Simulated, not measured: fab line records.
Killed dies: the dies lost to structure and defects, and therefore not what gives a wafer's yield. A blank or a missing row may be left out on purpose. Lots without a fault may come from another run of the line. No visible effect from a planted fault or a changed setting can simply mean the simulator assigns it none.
2 desks, one fault :: flow nand-harc :: every desk sees just its own numbers, and what lay behind them comes last

## THE METROLOGY DESK
What the gauges read, lot by lot, whatever tool the lot ran on: means of the sampled wafers that have a number. A lot is out of limits, marked OUT, if its mean lies more than 4 standard deviations from the usual mean; the brackets give that distance.
Columns: A = overlay-x-nm at NHARC_P_M0_OVL_MEAS_10, usual -0.1 nm; B = overlay-y-nm at NHARC_P_M0_OVL_MEAS_10, usual 0.0 nm
lot: L265
first seen here: day 7 16:10
A: -1.1
B: -1.8

lot: L268
first seen here: day 9 07:50
A: -0.6
B: 1.8

lot: L271
first seen here: day 10 09:13
A: 1.3
B: 0.1

lot: L276
first seen here: day 12 03:36
A: -0.2
B: 0.4

lot: L277
first seen here: day 13 00:14
A: -0.1
B: 0.6

lot: L278
first seen here: day 13 02:15
A: 0.1
B: 0.7

lot: L279
first seen here: day 13 18:07
A: -0.9
B: -0.6

lot: L280
first seen here: day 13 23:04
A: 0.5
B: 0.7

lot: L281
first seen here: day 14 09:14
A: -0.9
B: 0.4

lot: L282
first seen here: day 14 18:19
A: 0.5
B: -0.6

lot: L283
first seen here: day 15 04:03
A: -0.2
B: -0.7

lot: L284
first seen here: day 15 16:19
A: 0.9
B: -1.3
This desk's finding: nothing out of limits on any of the 12 lots.

## THE TOOL OWNER'S DESK: ald-metal-02
The tool's own readings at NHARC_P_CONTACT_ALD_22 (deposits TiN, target thk 3 nm, pulse time 1 s, ald cycles 150): means of the sampled wafers that have a number, for each lot that ran on this tool. A lot is out of limits, marked OUT, if its mean lies more than 4 standard deviations from the usual mean; the brackets give that distance.
Columns: A = heater-power-w at NHARC_P_CONTACT_ALD_22, usual 1057 W; B = precursor-pulse-height-rel at NHARC_P_CONTACT_ALD_22, usual 1.001
lot: L265
first seen here: day 7 13:55
A: 1075
B: 1.004

lot: L268
first seen here: day 9 05:02
A: 1013
B: 1.016

lot: L271
first seen here: day 10 05:19
A: 1044
B: 0.993

lot: L278
first seen here: day 12 23:37
A: 1080
B: 1.007

lot: L279
first seen here: day 13 15:55
A: 992
B: 1.016

lot: L281
first seen here: day 14 07:08
A: 1044
B: 1.006

lot: L284
first seen here: day 15 14:05
A: 994
B: 0.998
This desk's finding: nothing out of limits on any of the 7 lots.

## BROUGHT TOGETHER
The metrology desk saw nothing out of limits.
Nothing out of limits was seen by the tool owner's desk.

## WHAT HAD BEEN PUT IN BY THE SIMULATOR
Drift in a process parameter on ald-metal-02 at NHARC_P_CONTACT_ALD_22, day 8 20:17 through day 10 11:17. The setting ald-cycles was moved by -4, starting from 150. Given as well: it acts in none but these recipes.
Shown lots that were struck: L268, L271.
